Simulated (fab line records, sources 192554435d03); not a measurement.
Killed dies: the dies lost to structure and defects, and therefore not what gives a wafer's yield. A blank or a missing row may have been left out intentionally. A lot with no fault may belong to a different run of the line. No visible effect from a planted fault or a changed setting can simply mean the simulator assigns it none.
Split-lot study ; flow n5 finfet ; 21 wafers read from 7 lots, route of 1938 steps

== THE SPLIT ==
At N5_BEOL_M4_COAT_76 (time 60 s, resist thk 5 nm), the setting spin rpm was moved away from the recipe's 1500 rpm on 7 of the 21 wafers read, by -11.1% to +11.0%. This setting was run at the recipe's value on the other wafers.

== FROM THE SPLIT TO THE READING: what the file shows between them, 3 steps ==
- N5_BEOL_M4_COAT_22: resist thk 30 nm
- N5_BEOL_M4_EBR_24
- N5_BEOL_M4_DESCUM_33: chemistry O2, time 7 s

== THE READING ==
CAR-EUV_of_BEOL_M4_COAT_22.thk nm (the simulator's own value, which no gauge read), in nm, at N5_BEOL_M4_ETCH_77 (etches underlayer in N2/H2, target depth 6.5 nm, time 5.2 s). No usual value for it is given in the file. Average 20.3 nm, standard deviation 0.1 nm, over the 14 wafers here run with the recipe.

wafer;tool, chamber at the split;spin rpm as run, rpm;against the recipe;CAR-EUV_of_BEOL_M4_COAT_22.thk nm, nm;against lot-mates on the recipe
L081.1;litho track-04, 0;1500;recipe;20.4;-
L081.2;litho track-04, 0;1500;recipe;20.2;-
L081.4;litho track-04, 0;1334;-11.1%;19.8;-0.5
L083.1;litho track-04, 0;1500;recipe;20.2;-
L083.2;litho track-04, 0;1557;+3.8%;20.4;+0.2
L083.5;litho track-04, 0;1500;recipe;20.2;-
L084.1;litho track-05, 0;1500;recipe;20.4;-
L084.5;litho track-05, 0;1500;recipe;20.4;-
L084.6;litho track-05, 0;1500;recipe;20.4;-
L086.2;litho track-04, 0;1610;+7.3%;20.4;+0.2
L086.3;litho track-04, 0;1610;+7.3%;20.4;+0.2
L086.4;litho track-04, 0;1500;recipe;20.2;-
L088.1;litho track-04, 0;1500;recipe;20.2;-
L088.3;litho track-04, 0;1500;recipe;20.2;-
L088.6;litho track-04, 0;1500;recipe;20.2;-
L091.4;litho track-03, 0;1665;+11.0%;20.6;no lot-mate on the recipe
L091.5;litho track-03, 0;1665;+11.0%;20.4;no lot-mate on the recipe
L091.6;litho track-03, 0;1665;+11.0%;20.4;no lot-mate on the recipe
L093.1;litho track-03, 0;1500;recipe;20.4;-
L093.3;litho track-03, 0;1500;recipe;20.4;-
L093.5;litho track-03, 0;1500;recipe;20.4;-

FIT RESULTS
A straight line over all 21 wafers: CAR-EUV_of_BEOL_M4_COAT_22.thk nm changes by +0.0232 nm for each +1% of spin rpm; r = +0.74; the points scatter about the line by 0.11 nm.
The same after taking each lot's own level away (the mean of its wafers on the recipe; 18 wafers): +0.038 nm for each +1%; r = +0.95; scatter 0.05 nm.
The reading moves by 0.42 nm for the largest change in spin rpm, on that fit.
Across the lots, their own levels run from 20.20 to 20.40 nm, a range of 2.0 times the standard deviation given above.
So the lot-to-lot level blurs the effect unless lot-mates are compared.
Check: for one of the wafers moved furthest among these (-11.1%), held out of the fit, the line's prediction against its lot-mates is -0.327 nm. It came out at -0.5 nm against them.

== ADDITIONAL SPLITS CARRIED BY THESE WAFERS ==
Other splits were also applied to these wafers ahead of the reading. Each is held against what the fit with the lots' levels taken away leaves over:
other split on the same wafers;wafers away from the commonest value;r with CAR-EUV_of_BEOL_M4_COAT_22.thk nm (lot level and that fit taken away)
N5_BEOL_M1_COAT_73 temp c;7;-0.14
N5_BEOL_M1_DEP_57 time s;10;-0.48
N5_BEOL_M2_SPUTTER_86 time s;11;+0.05
N5_BEOL_M4_DESCUM_16 time s;8;-0.11

== THE WHOLE CHAIN: every reading that the file lists as answering this split, in the file's order ==
step;what it does;reading;change (the file's fit);r (the file's)
N5_BEOL_M4_ETCH_77;etches underlayer in N2/H2, target depth 6.5 nm, time 5.2 s;etch.depth nm (the simulator's own value, which no gauge read);-0.0249 nm for each +1% of the setting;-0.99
N5_BEOL_M4_ETCH_77;etches underlayer in N2/H2, target depth 6.5 nm, time 5.2 s;CAR-EUV_of_BEOL_M4_COAT_22.thk nm (the simulator's own value, which no gauge read);+0.0407 nm for each +1% of the setting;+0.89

== FILE'S OWN FIT ==
CAR-EUV_of_BEOL_M4_COAT_22.thk nm changes by +0.0407 nm for each +1% of spin rpm, r = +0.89.
